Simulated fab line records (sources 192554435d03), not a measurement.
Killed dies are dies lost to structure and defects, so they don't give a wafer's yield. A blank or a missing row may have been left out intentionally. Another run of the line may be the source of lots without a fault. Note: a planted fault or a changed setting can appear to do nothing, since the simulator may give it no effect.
fab line records + flow n5-finfet + part 2 of 2: steps 5 to 6 of 6
record:
- lots: 21
- wafers: 63
- last-day: 19
route steps=1938 shown GATE_CUT@469
lots untouched by any fault: they come from a run of this same line in which no faults occurred
start-h: hours from the record's first day to the start of the lot's first wafer shown + wait-h: hours since the lot's step before + " identical to the entry in the row above + L1.1+2: several wafers, shown together as one row + - no value present, or no start provided + * or withheld: withheld + < > ~ a bound
route shown NAME@n: names a module that has steps shown in the file, with the first one's number in the route + usual: mean/standard deviation of fault-free wafers + same: alike in all rows + chamber/n: place in a boat + sites: readings site by site + _std_site: the standard deviation of these + _edge_site: inner sites' mean taken away from outer sites' mean + radius-mm: how far each site lies from the wafer's centre + mask NAME#n: copy n + behind: tool/chamber where the wafer was last shaped + hold: reason for holding the lot/hours on hold/outcome of the hold + device: transistor that didn't switch, given as n, p or np + end of line: the tests these same wafers got at the end of their route + a step with no rows: only its recipe + killed: dies lost to structure and defects at the first sort, not the wafer's yield + map: shows each die of a wafer: x if killed, . if not, _ if none is there
set.NAME: the setting the step ran with; set.NAME@STEP: the setting that earlier step ran with + model.NAME: the simulator's own value behind a step, which no gauge read
the route's steps for a sample of lots (tables are steps, rows are wafers)
services: when a tool's chamber went out of use (start-h, in hours from the record's first day, below 0 if earlier), for how many hours, and the reason
== steps ==
step: N5_GATE_CUT_CUT_ETCH_54
recipe:
- chemistry: Cl2/BCl3
- target: TiN
- mask-material: SiO2
- target-depth-a: 967
- pressure-mtorr: 10
- icp-w: 1000
- bias-w: 126
- Cl2_flow_sccm: 53.25
- bcl3-flow-sccm: 21.75
- Ar_flow_sccm: 25
- ends: cleared
usual:
- bias-w: 126.0/0.38
- drypump-motor-current-A: 5.4/0.5
- etch-rf-on-time-s: 36.3/0.88
- oes_ar_750_au: 0.71/0.087
- oes-product-au: 0.64/0.08
- throttle-valve-pct: 22.09/0.16
| lot.wafer | tool         | chamber | start-h | wait-h | bias-w | drypump-motor-current-A | etch-rf-on-time-s | oes_ar_750_au | oes-product-au | rf-hours-counter-h | throttle-valve-pct |
|-----------|--------------|---------|---------|--------|--------|-------------------------|-------------------|---------------|----------------|--------------------|--------------------|
| L075.1    | rie-metal-01 | 1       | 90.37   | 0.0    | 125.6  | 5.9                     | 34.9              | 0.87          | 0.79           | 18                 | 22.10              |
| L075.2    | "            | 0       | "       | "      | 126.1  | 4.7                     | 36.2              | 0.64          | 0.57           | 114                | 21.98              |
| L075.6    | "            | 1       | "       | "      | 125.6  | 5.8                     | 34.9              | 0.88          | 0.79           | -                  | 22.11              |
| L076.1    | rie-metal-01 | 1       | 98.03   | 0.0    | 125.9  | 5.9                     | 34.8              | 0.87          | 0.79           | 19                 | 22.10              |
| L076.3    | "            | 0       | "       | "      | 126.3  | 4.8                     | 36.3              | 0.64          | 0.57           | -                  | 21.98              |
| L076.6    | "            | 1       | "       | "      | 126.3  | 5.8                     | 34.7              | 0.87          | 0.78           | -                  | 22.10              |
| L077.1    | rie-metal-01 | 1       | 104.32  | 0.0    | 125.8  | 5.9                     | 34.7              | 0.87          | 0.79           | 20                 | 22.12              |
| L077.4    | "            | 0       | "       | "      | 126.5  | 4.8                     | 35.9              | 0.65          | 0.57           | -                  | 21.98              |
| L077.5    | "            | 1       | "       | "      | 126.1  | 5.9                     | 34.4              | 0.86          | 0.79           | -                  | 22.08              |
| L078.1    | rie-metal-03 | 1       | 106.68  | 0.0    | 125.6  | 4.9                     | 37.1              | 0.64          | 0.57           | 112                | 22.02              |
| L078.3    | "            | 1       | "       | "      | 126.1  | 4.9                     | 36.7              | 0.64          | 0.57           | -                  | 22.00              |
| L078.5    | "            | 0       | "       | "      | 125.3  | 6.1                     | 37.8              | 0.70          | 0.64           | -                  | 22.52              |
| L079.1    | rie-metal-01 | 0       | 118.79  | 0.0    | 126.0  | 4.7                     | 35.9              | 0.64          | 0.57           | 117                | 22.00              |
| L079.4    | "            | 1       | "       | "      | 125.7  | 5.8                     | 35.1              | 0.86          | 0.78           | -                  | 22.13              |
| L079.6    | "            | 1       | "       | "      | 125.9  | 5.8                     | 35.0              | 0.86          | 0.77           | -                  | 22.11              |
| L080.2    | rie-metal-01 | 0       | 123.92  | 0.0    | 126.0  | 4.7                     | 36.1              | 0.64          | 0.57           | 118                | 21.99              |
| L080.5    | "            | 0       | "       | "      | 126.1  | 4.7                     | 36.0              | 0.64          | 0.57           | -                  | 21.98              |
| L080.6    | "            | 1       | "       | "      | 126.1  | 5.9                     | 35.0              | 0.86          | 0.77           | -                  | 22.12              |
| L081.1    | rie-metal-02 | 1       | 127.64  | 0.0    | 125.7  | 5.4                     | 36.4              | 0.75          | 0.69           | 47                 | 21.96              |
| L081.3    | "            | 1       | "       | "      | 126.0  | 5.4                     | 36.2              | 0.75          | 0.68           | -                  | 21.96              |
| L081.6    | "            | 1       | "       | "      | 125.9  | 5.5                     | 35.9              | 0.75          | 0.69           | -                  | 21.95              |
| L082.2    | rie-metal-02 | 1       | 135.50  | 0.0    | 125.5  | 5.4                     | 35.9              | 0.75          | 0.69           | 48                 | 21.97              |
| L082.4    | "            | 0       | "       | "      | 126.0  | 5.8                     | 36.2              | 0.65          | 0.61           | -                  | 22.10              |
| L082.5    | "            | 0       | "       | "      | 125.8  | 5.8                     | 36.5              | 0.65          | 0.61           | -                  | 22.10              |
| L083.1    | rie-metal-01 | 1       | 140.41  | 0.0    | 126.0  | 5.9                     | 34.9              | 0.85          | 0.78           | 22                 | 22.11              |
| L083.4    | "            | 0       | "       | "      | 125.8  | 4.8                     | 36.2              | 0.64          | 0.56           | -                  | 21.98              |
| L083.5    | "            | 1       | "       | "      | 126.2  | 5.9                     | 35.0              | 0.86          | 0.78           | -                  | 22.11              |
| L084.1    | rie-metal-03 | 1       | 147.67  | 0.1    | 126.4  | 4.9                     | 37.2              | 0.63          | 0.56           | 115                | 22.00              |
| L084.5    | "            | 1       | "       | "      | 126.3  | 4.9                     | 37.4              | 0.63          | 0.56           | -                  | 22.03              |
| L084.6    | "            | 1       | "       | "      | 126.3  | 4.9                     | 37.0              | 0.64          | 0.56           | -                  | 22.02              |
| L085.1    | rie-metal-01 | 1       | 153.18  | 0.0    | 125.7  | 5.9                     | 35.0              | 0.84          | 0.77           | 24                 | 22.10              |
| L085.4    | "            | 1       | "       | "      | 126.0  | 5.9                     | 35.1              | 0.85          | 0.77           | -                  | 22.11              |
| L085.5    | "            | 1       | "       | "      | 126.2  | 5.9                     | 35.2              | 0.85          | 0.76           | -                  | 22.11              |
| L086.1    | rie-metal-02 | 0       | 155.19  | 0.0    | 125.7  | 5.8                     | 36.5              | 0.65          | 0.60           | 97                 | 22.10              |
| L086.2    | "            | 1       | "       | "      | 126.0  | 5.5                     | 36.4              | 0.74          | 0.68           | 50                 | 21.96              |
| L086.4    | "            | 1       | "       | "      | 125.6  | 5.5                     | 36.4              | 0.75          | 0.67           | -                  | 21.99              |
| L087.1    | rie-metal-03 | 1       | 164.23  | 0.0    | 125.9  | 4.9                     | 36.9              | 0.63          | 0.56           | 118                | 22.02              |
| L087.5    | "            | 0       | "       | "      | 126.1  | 6.2                     | 37.8              | 0.68          | 0.63           | -                  | 22.50              |
| L087.6    | "            | 1       | "       | "      | 126.3  | 4.9                     | 36.9              | 0.63          | 0.56           | -                  | 22.00              |
| L089.1    | rie-metal-02 | 1       | 176.11  | 0.0    | 126.5  | 5.5                     | 36.7              | 0.74          | 0.67           | 51                 | 21.97              |
| L089.3    | "            | 1       | "       | "      | 126.4  | 5.5                     | 36.6              | 0.74          | 0.67           | -                  | 21.97              |
| L089.4    | "            | 0       | "       | "      | 126.1  | 5.8                     | 36.3              | 0.65          | 0.60           | -                  | 22.10              |
| L090.4    | rie-metal-02 | 1       | 182.41  | 0.0    | 125.9  | 5.4                     | 36.6              | 0.73          | 0.68           | -                  | 21.97              |
| L090.5    | "            | 1       | "       | "      | 126.2  | 5.5                     | 36.6              | 0.74          | 0.67           | -                  | 21.97              |
| L090.6    | "            | 0       | "       | "      | 125.5  | 5.8                     | 36.8              | 0.65          | 0.59           | -                  | 22.10              |
| L091.1    | rie-metal-03 | 1       | 185.22  | 0.0    | 125.9  | 4.9                     | 36.6              | 0.63          | 0.56           | 120                | 22.03              |
| L091.2    | "            | 0       | "       | "      | 125.8  | 6.2                     | 38.3              | 0.68          | 0.62           | 76                 | 22.54              |
| L091.4    | "            | 0       | "       | "      | 125.9  | 6.1                     | 38.0              | 0.69          | 0.63           | -                  | 22.54              |
| L092.4    | rie-metal-02 | 0       | 191.69  | 0.1    | 125.7  | 5.8                     | 36.4              | 0.65          | 0.59           | -                  | 22.11              |
| L092.5    | "            | 0       | "       | "      | 125.8  | 5.8                     | 36.5              | 0.65          | 0.60           | -                  | 22.10              |
| L092.6    | "            | 1       | "       | "      | 126.6  | 5.4                     | 36.6              | 0.74          | 0.67           | -                  | 21.97              |
| L093.2    | rie-metal-02 | 1       | 198.36  | 0.0    | 126.2  | 5.5                     | 36.3              | 0.74          | 0.67           | 53                 | 21.99              |
| L093.3    | "            | 0       | "       | "      | 125.8  | 5.8                     | 36.9              | 0.65          | 0.60           | -                  | 22.09              |
| L093.5    | "            | 0       | "       | "      | 126.2  | 5.7                     | 36.6              | 0.64          | 0.59           | -                  | 22.10              |
| L094.1    | rie-metal-03 | 0       | 205.51  | 0.0    | 126.0  | 6.1                     | 38.1              | 0.68          | 0.62           | 78                 | 22.54              |
| L094.2    | "            | 1       | "       | "      | 126.3  | 4.9                     | 36.9              | 0.63          | 0.56           | 122                | 22.01              |
| L094.3    | "            | 0       | "       | "      | 125.8  | 6.1                     | 38.0              | 0.68          | 0.61           | -                  | 22.53              |
| L095.1    | rie-metal-03 | 1       | 209.47  | 0.0    | 126.5  | 4.9                     | 36.7              | 0.62          | 0.55           | 123                | 22.03              |
| L095.3    | "            | 0       | "       | "      | 126.3  | 6.2                     | 37.9              | 0.68          | 0.62           | -                  | 22.53              |
| L095.5    | "            | 0       | "       | "      | 126.6  | 6.2                     | 38.2              | 0.68          | 0.61           | -                  | 22.53              |
| L096.1    | rie-metal-01 | 1       | 217.55  | 0.0    | 126.0  | 5.8                     | 34.8              | 0.84          | 0.76           | 27                 | 22.11              |
| L096.5    | "            | 1       | "       | "      | 126.2  | 5.8                     | 35.4              | 0.84          | 0.75           | -                  | 22.13              |
| L096.6    | "            | 0       | "       | "      | 126.6  | 4.7                     | 36.2              | 0.63          | 0.56           | -                  | 22.00              |
step: N5_GATE_CUT_CUT_ETCH_55
recipe:
- chemistry: BCl3
- target: HfO2
- mask-material: SiO2
- target-depth-a: 32
- ion-energy-ev: 30
- pressure-mtorr: 5
- icp-w: 450
- bias-w: 18
- bcl3-flow-sccm: 80
usual:
- bias-w: 18.00/0.056
- drypump-motor-current-A: 5.4/0.5
- oes-product-au: 0.70/0.086
- throttle-valve-pct: 32.8/0.5
| lot.wafer | tool         | chamber | start-h | wait-h | bias-w | drypump-motor-current-A | oes-product-au | rf-hours-counter-h | throttle-valve-pct |
|-----------|--------------|---------|---------|--------|--------|-------------------------|----------------|--------------------|--------------------|
| L075.1    | rie-metal-01 | 1       | 90.43   | 0.0    | 17.98  | 5.8                     | 0.86           | 18                 | 33.5               |
| L075.2    | "            | 0       | "       | "      | 17.95  | 4.7                     | 0.63           | 114                | 32.5               |
| L075.6    | "            | 1       | "       | "      | 17.94  | 5.8                     | 0.86           | -                  | 33.5               |
| L076.1    | rie-metal-01 | 1       | 98.09   | 0.0    | 18.06  | 5.9                     | 0.85           | 19                 | 33.5               |
| L076.3    | "            | 0       | "       | "      | 17.89  | 4.8                     | 0.62           | -                  | 32.5               |
| L076.6    | "            | 1       | "       | "      | 18.06  | 5.8                     | 0.85           | -                  | 33.5               |
| L077.1    | rie-metal-01 | 1       | 104.38  | 0.0    | 17.96  | 5.8                     | 0.85           | 20                 | 33.5               |
| L077.4    | "            | 0       | "       | "      | 17.92  | 4.8                     | 0.63           | -                  | 32.5               |
| L077.5    | "            | 1       | "       | "      | 18.01  | 5.8                     | 0.86           | -                  | 33.5               |
| L078.1    | rie-metal-03 | 1       | 106.74  | 0.0    | 17.99  | 4.9                     | 0.63           | 112                | 32.4               |
| L078.3    | "            | 1       | "       | "      | 18.03  | 4.9                     | 0.63           | -                  | 32.4               |
| L078.5    | "            | 0       | "       | "      | 18.08  | 6.1                     | 0.71           | -                  | 33.7               |
| L079.1    | rie-metal-01 | 0       | 118.85  | 0.0    | 17.95  | 4.8                     | 0.62           | 117                | 32.5               |
| L079.4    | "            | 1       | "       | "      | 18.03  | 5.8                     | 0.84           | -                  | 33.5               |
| L079.6    | "            | 1       | "       | "      | 18.01  | 5.8                     | 0.85           | -                  | 33.5               |
| L080.2    | rie-metal-01 | 0       | 123.98  | 0.0    | 17.96  | 4.8                     | 0.62           | 118                | 32.5               |
| L080.5    | "            | 0       | "       | "      | 18.03  | 4.8                     | 0.62           | -                  | 32.5               |
| L080.6    | "            | 1       | "       | "      | 17.99  | 5.9                     | 0.84           | -                  | 33.5               |
| L081.1    | rie-metal-02 | 1       | 127.70  | 0.0    | 18.02  | 5.4                     | 0.77           | 47                 | 32.5               |
| L081.3    | "            | 1       | "       | "      | 18.09  | 5.4                     | 0.76           | -                  | 32.5               |
| L081.6    | "            | 1       | "       | "      | 18.02  | 5.5                     | 0.76           | -                  | 32.5               |
| L082.2    | rie-metal-02 | 1       | 135.56  | 0.0    | 18.01  | 5.5                     | 0.76           | 48                 | 32.5               |
| L082.4    | "            | 0       | "       | "      | 18.02  | 5.8                     | 0.67           | -                  | 32.7               |
| L082.5    | "            | 0       | "       | "      | 18.01  | 5.8                     | 0.67           | -                  | 32.8               |
| L083.1    | rie-metal-01 | 1       | 140.47  | 0.0    | 17.98  | 5.8                     | 0.85           | 22                 | 33.5               |
| L083.4    | "            | 0       | "       | "      | 18.13  | 4.8                     | 0.62           | -                  | 32.5               |
| L083.5    | "            | 1       | "       | "      | 17.94  | 5.9                     | 0.85           | -                  | 33.5               |
| L084.1    | rie-metal-03 | 1       | 147.79  | 0.1    | 17.99  | 4.9                     | 0.62           | 116                | 32.3               |
| L084.5    | "            | 1       | "       | "      | 17.98  | 4.9                     | 0.63           | -                  | 32.3               |
| L084.6    | "            | 1       | "       | "      | 17.93  | 4.9                     | 0.63           | -                  | 32.3               |
| L085.1    | rie-metal-01 | 1       | 153.24  | 0.0    | 18.03  | 5.8                     | 0.85           | 24                 | 33.5               |
| L085.4    | "            | 1       | "       | "      | 18.05  | 5.9                     | 0.84           | -                  | 33.5               |
| L085.5    | "            | 1       | "       | "      | 18.04  | 5.9                     | 0.85           | -                  | 33.5               |
| L086.1    | rie-metal-02 | 0       | 155.25  | 0.0    | 18.00  | 5.8                     | 0.67           | 97                 | 32.8               |
| L086.2    | "            | 1       | "       | "      | 18.03  | 5.4                     | 0.75           | 50                 | 32.5               |
| L086.4    | "            | 1       | "       | "      | 17.99  | 5.4                     | 0.75           | -                  | 32.5               |
| L087.1    | rie-metal-03 | 1       | 164.29  | 0.0    | 18.07  | 4.9                     | 0.63           | 118                | 32.4               |
| L087.5    | "            | 0       | "       | "      | 18.11  | 6.1                     | 0.71           | -                  | 33.7               |
| L087.6    | "            | 1       | "       | "      | 18.00  | 4.9                     | 0.62           | -                  | 32.3               |
| L089.1    | rie-metal-02 | 1       | 176.17  | 0.0    | 17.99  | 5.5                     | 0.75           | 52                 | 32.5               |
| L089.3    | "            | 1       | "       | "      | 18.01  | 5.5                     | 0.75           | -                  | 32.5               |
| L089.4    | "            | 0       | "       | "      | 17.97  | 5.8                     | 0.66           | -                  | 32.8               |
| L090.4    | rie-metal-02 | 1       | 182.46  | 0.0    | 18.07  | 5.5                     | 0.75           | -                  | 32.5               |
| L090.5    | "            | 1       | "       | "      | 17.98  | 5.5                     | 0.75           | -                  | 32.5               |
| L090.6    | "            | 0       | "       | "      | 17.99  | 5.7                     | 0.66           | -                  | 32.8               |
| L091.1    | rie-metal-03 | 1       | 185.28  | 0.0    | 18.01  | 4.9                     | 0.62           | 120                | 32.4               |
| L091.2    | "            | 0       | "       | "      | 18.07  | 6.2                     | 0.69           | 76                 | 33.8               |
| L091.4    | "            | 0       | "       | "      | 18.03  | 6.1                     | 0.69           | -                  | 33.7               |
| L092.4    | rie-metal-02 | 0       | 191.76  | 0.0    | 18.03  | 5.8                     | 0.66           | -                  | 32.8               |
| L092.5    | "            | 0       | "       | "      | 18.06  | 5.8                     | 0.67           | -                  | 32.8               |
| L092.6    | "            | 1       | "       | "      | 17.89  | 5.5                     | 0.75           | -                  | 32.5               |
| L093.2    | rie-metal-02 | 1       | 198.42  | 0.0    | 17.98  | 5.5                     | 0.75           | 53                 | 32.5               |
| L093.3    | "            | 0       | "       | "      | 17.97  | 5.8                     | 0.66           | -                  | 32.8               |
| L093.5    | "            | 0       | "       | "      | 17.90  | 5.7                     | 0.66           | -                  | 32.8               |
| L094.1    | rie-metal-03 | 0       | 205.57  | 0.0    | 17.93  | 6.2                     | 0.69           | 78                 | 33.8               |
| L094.2    | "            | 1       | "       | "      | 17.98  | 4.9                     | 0.62           | 122                | 32.4               |
| L094.3    | "            | 0       | "       | "      | 18.03  | 6.2                     | 0.69           | -                  | 33.7               |
| L095.1    | rie-metal-03 | 1       | 209.53  | 0.0    | 18.12  | 4.9                     | 0.61           | 123                | 32.4               |
| L095.3    | "            | 0       | "       | "      | 17.89  | 6.1                     | 0.68           | -                  | 33.7               |
| L095.5    | "            | 0       | "       | "      | 17.92  | 6.1                     | 0.68           | -                  | 33.7               |
| L096.1    | rie-metal-01 | 1       | 217.61  | 0.0    | 17.93  | 5.8                     | 0.83           | 27                 | 33.5               |
| L096.5    | "            | 1       | "       | "      | 18.01  | 5.8                     | 0.82           | -                  | 33.5               |
| L096.6    | "            | 0       | "       | "      | 18.01  | 4.8                     | 0.60           | -                  | 32.5               |
== services ==
| tool         | chamber | start-h | hours | kind                          |
|--------------|---------|---------|-------|-------------------------------|
| rie-metal-01 | 1       | 72.14   | 4.7   | repair                        |
| rie-metal-03 | 1       | 93.27   | 4.2   | repair                        |
| rie-diel-06  | -       | 95.50   | 1.1   | repair                        |
| rie-diel-02  | 0       | 110.40  | 10.7  | repair                        |
| rie-diel-02  | -       | 134.86  | 0.7   | repair                        |
| rie-metal-03 | 1       | 139.92  | 7.6   | repair                        |
| rie-metal-03 | 0       | 143.97  | 12.3  | repair                        |
| rie-diel-02  | 3       | 147.66  | -     | clean                         |
| rie-diel-02  | 3       | 147.66  | -     | consumable-replace:focus-ring |
| rie-diel-02  | 3       | 147.66  | 33.6  | scheduled-down                |
| rie-diel-02  | 3       | 147.66  | 33.6  | vent-cycle                    |
| rie-metal-01 | -       | 188.36  | 28.1  | pm                            |
| rie-diel-02  | 3       | 205.74  | 6.4   | repair                        |
| rie-diel-02  | 0       | 207.35  | 34.2  | repair                        |
